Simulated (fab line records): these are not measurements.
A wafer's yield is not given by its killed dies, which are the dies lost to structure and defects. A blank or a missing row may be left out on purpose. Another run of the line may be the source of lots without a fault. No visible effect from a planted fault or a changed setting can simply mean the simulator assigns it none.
Split-lot study ; flow n5Finfet ; on a route of 1938 steps: 7 lots, 21 wafers read

ON THE SPLIT
At N5_BEOL_M14_SPUTTER_43 (material TaN, target thk 15 nm, time 24.19 s), the setting powerW was moved away from the recipe's 15000 W on 7 of the 21 wafers read, by -12.6% to +10.7%. For the rest of the wafers, this setting stayed at what the recipe calls for.

The reading comes from the split's own step.

THE READING
TaN_of_BEOL_M14_SPUTTER_43.thkNm (the simulator's own value, which no gauge read), in nm, at N5_BEOL_M14_SPUTTER_43 (material TaN, target thk 15 nm, time 24.19 s). There is no usual value for it anywhere in the file. Average 15.0 nm, standard deviation 0.19 nm, over the 14 wafers here run with the recipe.

wafer;tool, chamber at the split;powerW as run, W;against the recipe;TaN_of_BEOL_M14_SPUTTER_43.thkNm, nm;against lot-mates on the recipe
L075.1;pvdSputter-01, -;13340;-11.1%;13.2;-1.6
L075.2;pvdSputter-01, -;15000;recipe;14.8;-
L075.3;pvdSputter-01, -;15000;recipe;14.8;-
L081.1;pvdSputter-01, -;15000;recipe;15.2;-
L081.2;pvdSputter-01, -;15000;recipe;15;-
L081.5;pvdSputter-01, -;15000;recipe;15;-
L082.1;pvdSputter-03, -;14090;-6.1%;14.2;no lot-mate on the recipe
L082.2;pvdSputter-03, -;14090;-6.1%;14.2;no lot-mate on the recipe
L082.5;pvdSputter-03, -;14090;-6.1%;14.2;no lot-mate on the recipe
L084.3;pvdSputter-03, -;16600;+10.7%;16.8;+1.6
L084.5;pvdSputter-03, -;16600;+10.7%;16.6;+1.4
L084.6;pvdSputter-03, -;15000;recipe;15.2;-
L094.3;pvdSputter-01, -;15000;recipe;15;-
L094.5;pvdSputter-01, -;15000;recipe;15;-
L094.4;pvdSputter-01, -;13110;-12.6%;13;-2.0
L096.2;pvdSputter-03, -;15000;recipe;15.2;-
L096.3;pvdSputter-03, -;15000;recipe;15.2;-
L096.4;pvdSputter-03, -;15000;recipe;15.2;-
L097.3;pvdSputter-02, -;15000;recipe;14.6;-
L097.5;pvdSputter-02, -;15000;recipe;14.8;-
L097.6;pvdSputter-02, -;15000;recipe;14.8;-

THE FIT
A straight line over all 21 wafers: TaN_of_BEOL_M14_SPUTTER_43.thkNm changes by +0.155 nm for each +1% of powerW; r = +0.98; the points scatter about the line by 0.18 nm.
The same after taking each lot's own level away (the mean of its wafers on the recipe; 18 wafers): +0.147 nm for each +1%; r = +1.00; scatter 0.08 nm.
That fit puts the effect of the largest move of powerW on the reading at 1.9 nm.
The lots' own levels span 14.73 to 15.20 nm, that is 2.4 times the standard deviation above.
Consequently the slope shifts little with the lot-to-lot level, the two slopes agreeing.
Check: with one of the wafers moved furthest among these (-12.6%) left out of the fit, the line predicts -1.79 nm for it against its lot-mates. It came out at -2 nm against them.

THESE WAFERS: OTHER SPLITS
These wafers also went through other splits before the reading. Each is held against what the fit with the lots' levels taken away leaves over:
other split on the same wafers;wafers away from the commonest value;r with TaN_of_BEOL_M14_SPUTTER_43.thkNm (lot level and that fit taken away)
N5_BEOL_M10_COAT_05 spinRpm;7;-0.08
N5_BEOL_M11_COAT_59 spinRpm;8;+0.32
N5_BEOL_M11_COAT_05 spinRpm;5;-0.07
N5_BEOL_M12_COAT_04 spinRpm;6;-0.36
N5_BEOL_M12_DESCUM_15 timeS;5;-0.32
N5_BEOL_M14_TRENCH_ETCH_34 biasW;5;-0.18

THE FILE'S OWN FIT
TaN_of_BEOL_M14_SPUTTER_43.thkNm changes by +0.149 nm for each +1% of powerW, r = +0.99.
